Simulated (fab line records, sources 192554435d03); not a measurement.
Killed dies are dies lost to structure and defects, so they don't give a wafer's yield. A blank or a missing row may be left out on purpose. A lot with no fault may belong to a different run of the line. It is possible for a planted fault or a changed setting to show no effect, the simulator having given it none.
2 desks, one fault    flow n5 finfet    what lay behind the numbers comes last; until then each desk has only its own

## TOOL OWNER'S DESK, ald sin-02
The tool's own readings at N5_BEOL_M0_SAQP_SPACER2_ALD_26 (deposits SiO2, target thk 15 nm, pulse time 1 s, purge time 2 s): means of the sampled wafers that have a number, for each lot that ran on this tool. If a lot's mean is further than 4 standard deviations from the usual mean, the lot is out of limits and carries the mark OUT (the distance appears in the brackets).
Columns: A = heater power w at N5_BEOL_M0_SAQP_SPACER2_ALD_26, usual 480 W; B = precursor pulse height rel at N5_BEOL_M0_SAQP_SPACER2_ALD_26, usual 0.998
lot   first seen here  A    B
L132  day 8 09:57      476  1.003
L133  day 8 16:46      498  1.014
L134  day 8 17:17      498  0.999
L137  day 9 10:14      509  0.978
This desk found nothing out of limits on any of the 4 lots.

## METROLOGY DESK
Lot by lot, what the gauges showed, no matter which tool ran the lot: averages of those sampled wafers that carry a number. If a lot's mean is further than 4 standard deviations from the usual mean, the lot is out of limits and carries the mark OUT (the distance appears in the brackets). 7 of its 11 readings are shown: the first one out of limits and those lying furthest out on some lot.
Columns: A = cd nm at N5_BEOL_M0_SAQP_CD_MEAS_29, usual 14.96 nm; B = DIBL_N at N5_BEOL_M4_RC_MEAS_101, usual 36.8 mV/V; C = DIBL_P at N5_BEOL_M4_RC_MEAS_101, usual 37.1 mV/V; D = IOFF_N at N5_BEOL_M4_RC_MEAS_101, usual 0.168 nA/um; E = IOFF_P at N5_BEOL_M4_RC_MEAS_101, usual 0.22 nA/um; F = ION_P at N5_BEOL_M4_RC_MEAS_101, usual 466 uA/um; G = VT_P at N5_BEOL_M4_RC_MEAS_101, usual -250 mV
lot   first seen here  A                 B     C     D      E     F    G
L125  day 6 09:55      15.31             37.5  37.7  0.179  0.27  482  -245
L126  day 6 14:41      15.01             37.0  38.6  0.172  0.24  468  -249
L128  day 7 03:04      15.02             35.5  37.1  0.172  0.22  467  -248
L132  day 8 10:42      14.95             38.6  39.9  0.210  0.24  462  -251
L133  day 8 17:31      17.21 (+9.0) OUT  34.4  33.2  0.132  0.17  458  -254
L134  day 8 18:02      18.36 (+14) OUT   37.4  40.5  0.181  0.27  466  -246
L137  day 9 10:59      18.01 (+12) OUT   36.5  37.7  0.184  0.21  463  -253
L144  day 11 04:58     14.76             34.9  34.7  0.146  0.22  472  -248
L145  day 11 06:53     14.99             37.0  36.8  0.158  0.22  464  -248
This desk's verdict: out of limits on L133, L134, L137, starting with L133 at day 8 17:31 (cd nm at N5_BEOL_M0_SAQP_CD_MEAS_29). In limits: L125, L126, L128, L132, L144, L145.

## BROUGHT TOGETHER
An alarm was possible from the metrology desk at day 8 17:31, on L133, L134, L137.
Nothing out of limits was seen by the tool owner's desk.
The tool owner's desk has L133, L134, L137 on record, within its limits.
All the named lots went through N5_BEOL_M0_SAQP_SPACER2_ALD_26 on ald sin-02.

## WHAT THE SIMULATOR PUT IN
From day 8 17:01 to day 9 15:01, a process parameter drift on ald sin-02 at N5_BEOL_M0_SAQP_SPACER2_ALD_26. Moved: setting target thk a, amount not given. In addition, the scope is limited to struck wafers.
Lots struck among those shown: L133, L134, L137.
Hours from the fault's start to each desk's first reading out of limits: the metrology desk, 0.
